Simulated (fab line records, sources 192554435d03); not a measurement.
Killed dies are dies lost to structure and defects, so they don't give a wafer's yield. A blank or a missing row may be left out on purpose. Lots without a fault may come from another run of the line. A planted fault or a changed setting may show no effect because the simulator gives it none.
Chamber matching | flow n5_finfet | N5_FIN_SAQP_SPACER2_ALD_28 on ald_sin-01: 4 sister chambers
The step deposits SiO2, target thk 8.1 nm, pulse time 1 s, purge time 2 s. 8 wafers are shown with their chamber, then 8 later ones without.

WAFERS WITH THEIR CHAMBER
wafer  | chamber | heater_power_w (W) | precursor_pulse_height_rel
L081.2 | 1       | 476                | 0.970
L081.5 | 1       | 468                | 1.031
L083.5 | 3       | 461                | 0.991
L088.2 | 0       | 444                | 0.959
L089.2 | 3       | 490                | 1.003
L089.4 | 2       | 460                | 0.991
L089.6 | 0       | 443                | 0.972
L090.1 | 2       | 468                | 1.010

WAFERS WITHOUT THEIR CHAMBER
wafer  | heater_power_w (W) | precursor_pulse_height_rel
L090.5 | 477                | 1.012
L090.6 | 452                | 1.012
L091.2 | 486                | 0.982
L091.4 | 461                | 0.980
L091.6 | 455                | 1.018
L093.3 | 498                | 1.006
L093.4 | 441                | 0.958
L093.5 | 492                | 1.000

WHICH CHAMBER EACH WENT THROUGH
wafer  | from the rows above               | in truth
L090.5 | can't be placed: 3 or 1 or 2      | 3
L090.6 | can't be placed: 2 or 1 or 0 or 3 | 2
L091.2 | can't be placed: 3 or 1 or 2      | 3
L091.4 | can't be placed: 2 or 1 or 3 or 0 | 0
L091.6 | can't be placed: 2 or 1 or 3 or 0 | 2
L093.3 | can't be placed: 3 or 1 or 2      | 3
L093.4 | 0                                 | 0
L093.5 | can't be placed: 3 or 1 or 2      | 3
Placed correctly: 1 of 8. Can't be placed from these rows: 7 (the true chamber is among the candidates in 7). Placed wrongly: 0.
How it was worked out, from the rows above alone: a wafer's distance from a chamber is the root of the sum, over the readings, of the square of ((its reading less the chamber's mean) divided by the reading's scatter). The wafer belongs to the nearest chamber; if the next one is less than 2 further off, it can't be placed. A chamber's mean is the mean of its shown wafers. The scatter: the root of (the sum of the squares of (reading less its chamber's mean) over the shown wafers, divided by (wafers less chambers)).
